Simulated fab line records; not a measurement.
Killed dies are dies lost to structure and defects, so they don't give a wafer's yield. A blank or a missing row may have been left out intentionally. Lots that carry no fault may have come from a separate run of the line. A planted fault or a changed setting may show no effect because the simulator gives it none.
Commonality check across tools	flow nand_harc	Sampled: 3 lots, 9 wafers

REASON FOR OPENING
At NHARC_END_SORT_01 the reading killed_at_other is flagged on 2 of 3 lots. Fault-free wafers read 0.5, with a standard deviation of 0.76.
Rule: a lot gets a flag if all its wafers with a number sit over 4 standard deviations from that mean, or if no wafer of it has a number. As for the other lots, they are considered sound.

lot	measured	on	killed_at_other, wafer by wafer	flag
L654	day 20 20:11	prober-02	0 0 0	
L653	day 21 11:41	prober-02	652 653 653	FLAGGED
L658	day 21 12:50	prober-01	661 663 659	FLAGGED
The numbers of the flagged lots are 656.8 on average: +656.3 against the usual, or +99 or more standard deviations.

WHICH TOOL RAN EACH LOT
The record holds 4 process steps before the reading, out of a route of 1159 steps. Read each cell as the tool, then ch plus the chambers that the sampled wafers visited, then the start.
lot	flag	NHARC_A_BONDPAD_PRE_CLEAN_26	NHARC_A_BONDPAD_ANNEAL_28	NHARC_A_BONDPAD_CMP_19	NHARC_THIN_TSV_GRIND_00
L654		pvd_sputter-02, day 19 13:04 or earlier	rtp_anneal-01 ch 0, day 19 13:04	cmp-01 ch 0,2,3, day 19 13:24	grinder-01 ch 0, day 20 01:26
L653	FLAGGED	pvd_sputter-01, day 19 22:36 or earlier	rtp_anneal-02 ch 0, day 19 22:36	cmp-04 ch 0,3, day 19 22:56	grinder-01 ch 0, day 20 11:28
L658	FLAGGED	pvd_sputter-01, day 20 06:55 or earlier	rtp_anneal-01 ch 0, day 20 06:55	cmp-01 ch 1,2,3, day 20 07:15	grinder-01 ch 0, day 20 18:07
What the steps here do:
- NHARC_A_BONDPAD_PRE_CLEAN_26: time 30 s.
- NHARC_A_BONDPAD_ANNEAL_28: time 90 s.
- NHARC_A_BONDPAD_CMP_19: polishes, t overpolish 30 s, cu recess touch 16 s, target thk 169.8 nm.
- NHARC_THIN_TSV_GRIND_00
- NHARC_END_SORT_01

FLAGGED OVER TOTAL, TOOL BY TOOL (the gauges that took the reading come last)
step	tool	lots run	flagged	share of the flagged lots	sound lots run after its first flagged lot
NHARC_A_BONDPAD_PRE_CLEAN_26	pvd_sputter-01	2	2	all	0
NHARC_A_BONDPAD_PRE_CLEAN_26	pvd_sputter-02	1	0	none	-
NHARC_A_BONDPAD_ANNEAL_28	rtp_anneal-01	2	1	some	0
NHARC_A_BONDPAD_ANNEAL_28	rtp_anneal-02	1	1	some	0
NHARC_A_BONDPAD_CMP_19	cmp-01	2	1	some	0
NHARC_A_BONDPAD_CMP_19	cmp-04	1	1	some	0
NHARC_THIN_TSV_GRIND_00	grinder-01	3	2	all	0
NHARC_END_SORT_01	prober-01	1	1	some	0
NHARC_END_SORT_01	prober-02	2	1	some	0
Because NHARC_A_BONDPAD_PRE_CLEAN_26 lacks a start for some lots, the hours and order of its lots are taken from NHARC_A_BONDPAD_ANNEAL_28.

WHAT THE TABLE PERMITS
2 rows of the table ran every flagged lot: pvd_sputter-01 at NHARC_A_BONDPAD_PRE_CLEAN_26, grinder-01 at NHARC_THIN_TSV_GRIND_00.
- pvd_sputter-01 at NHARC_A_BONDPAD_PRE_CLEAN_26 ran 2 lots, 2 of them flagged. In this sample it ran no sound lot ahead of its first flagged lot, so there is no way to narrow down the start.
- grinder-01 at NHARC_THIN_TSV_GRIND_00 ran 3 lots, 2 of them flagged. A fault beginning between L654 (day 20 01:26), its last sound lot, and L653 (day 20 11:28), its first flagged one, fits the data.
A lot count leaves these 2 tools indistinguishable: every one of them fits a fault beginning at some hour. More lots, or a look at what each step does to the wafer, might.

WHAT THE SIMULATOR PUT IN
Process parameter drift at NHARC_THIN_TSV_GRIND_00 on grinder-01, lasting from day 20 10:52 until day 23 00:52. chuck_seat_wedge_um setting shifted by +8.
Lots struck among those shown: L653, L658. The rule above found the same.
